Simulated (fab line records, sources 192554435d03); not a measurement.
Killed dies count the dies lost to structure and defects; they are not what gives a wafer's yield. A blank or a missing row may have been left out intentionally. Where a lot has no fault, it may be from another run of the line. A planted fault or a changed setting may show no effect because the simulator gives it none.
Chamber matching :: flow n5_finfet :: cvd_co-01 running N5_BEOL_M1_PRE_CLEAN_60: 3 sister chambers
The step time 15 s. 3 wafers are shown with their chamber, then 11 later ones without.

== WAFERS WITH THEIR CHAMBER ==
wafer: L089.4
chamber: 0
heater_power_w (W): 62

wafer: L089.6
chamber: 1
heater_power_w (W): 77

wafer: L092.2
chamber: 2
heater_power_w (W): 77

== WAFERS WITH NO CHAMBER GIVEN ==
wafer: L092.3
heater_power_w (W): 80

wafer: L092.6
heater_power_w (W): 79

wafer: L093.2
heater_power_w (W): 62

wafer: L093.3
heater_power_w (W): 79

wafer: L093.5
heater_power_w (W): 78

wafer: L094.1
heater_power_w (W): 77

wafer: L094.5
heater_power_w (W): 78

wafer: L094.6
heater_power_w (W): 76

wafer: L095.1
heater_power_w (W): 63

wafer: L095.4
heater_power_w (W): 77

wafer: L095.5
heater_power_w (W): 64

== THE CHAMBER EACH PASSED THROUGH ==
wafer: L092.3
from the rows above: can't be placed: 1 or 2
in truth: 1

wafer: L092.6
from the rows above: can't be placed: 1 or 2
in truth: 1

wafer: L093.2
from the rows above: 0
in truth: 0

wafer: L093.3
from the rows above: can't be placed: 1 or 2
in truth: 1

wafer: L093.5
from the rows above: can't be placed: 1 or 2
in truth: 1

wafer: L094.1
from the rows above: can't be placed: 1 or 2
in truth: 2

wafer: L094.5
from the rows above: can't be placed: 1 or 2
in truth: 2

wafer: L094.6
from the rows above: can't be placed: 1 or 2
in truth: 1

wafer: L095.1
from the rows above: 0
in truth: 0

wafer: L095.4
from the rows above: can't be placed: 1 or 2
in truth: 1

wafer: L095.5
from the rows above: 0
in truth: 0
Correct placement for 3 of the 11. Cannot be placed on the basis of these rows: 8; the candidates contain the true chamber in 8. Number placed wrongly: 0.
How it was worked out, from the rows above alone: a wafer's distance from a chamber is the root of the sum, over the readings, of the square of ((its reading less the chamber's mean) divided by the reading's scatter). The wafer belongs to the nearest chamber; if the next one is less than 2 further off, it can't be placed. Each chamber's mean is taken over the wafers shown for it. The scatter (one wafer shown for each chamber): square how far every hidden wafer sits from the nearest shown wafer, average those squares and take the square root.
